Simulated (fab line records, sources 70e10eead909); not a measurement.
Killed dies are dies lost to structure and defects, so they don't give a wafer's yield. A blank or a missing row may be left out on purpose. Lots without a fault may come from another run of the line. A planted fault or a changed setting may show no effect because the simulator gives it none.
Chamber matching | flow nand_harc | NHARC_A_M0_DEP_32 on pecvd-04: 3 sister chambers
The step deposits SiCN, target thk 30 nm. 14 wafers are shown with their chamber, then 7 later ones without.

WAFERS WITH THEIR CHAMBER
wafer  | chamber | heater_power_w (W)
L970.1 | 1       | 556
L970.2 | 2       | 615
L970.6 | 1       | 547
L972.3 | 0       | 651
L972.4 | 1       | 596
L972.5 | 2       | 651
L975.1 | 1       | 596
L975.4 | 1       | 611
L975.6 | 0       | 679
L978.2 | 1       | 615
L978.5 | 2       | 593
L978.6 | 0       | 626
L976.1 | 1       | 655
L976.2 | 0       | 658

SIGNATURES (means of the wafers above)
reading        | chamber 0 | chamber 1 | chamber 2 | scatter within a chamber
heater_power_w | 653.50    | 596.57    | 619.67    | 31.9
Rule: a wafer's distance from a chamber is the root of the sum, over the readings, of the square of ((its reading less the chamber's mean) divided by the reading's scatter). The wafer belongs to the nearest chamber; if the next one is less than 2 further off, it can't be placed. The scatter: the root of (the sum of the squares of (reading less its chamber's mean) over the shown wafers, divided by (wafers less chambers)).

WAFERS WITHOUT THEIR CHAMBER
wafer  | heater_power_w (W)
L976.5 | 661
L979.1 | 584
L979.4 | 649
L979.5 | 590
L992.1 | 608
L992.2 | 697
L992.6 | 641

WHICH CHAMBER EACH WENT THROUGH
wafer  | from the rows above          | in truth
L976.5 | can't be placed: 0 or 2 or 1 | 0
L979.1 | can't be placed: 1 or 2 or 0 | 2
L979.4 | can't be placed: 0 or 2 or 1 | 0
L979.5 | can't be placed: 1 or 2 or 0 | 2
L992.1 | can't be placed: 1 or 2 or 0 | 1
L992.2 | can't be placed: 0 or 2 or 1 | 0
L992.6 | can't be placed: 0 or 2 or 1 | 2
Placed correctly: 0 of 7. Can't be placed from these rows: 7 (the true chamber is among the candidates in 7). Placed wrongly: 0.
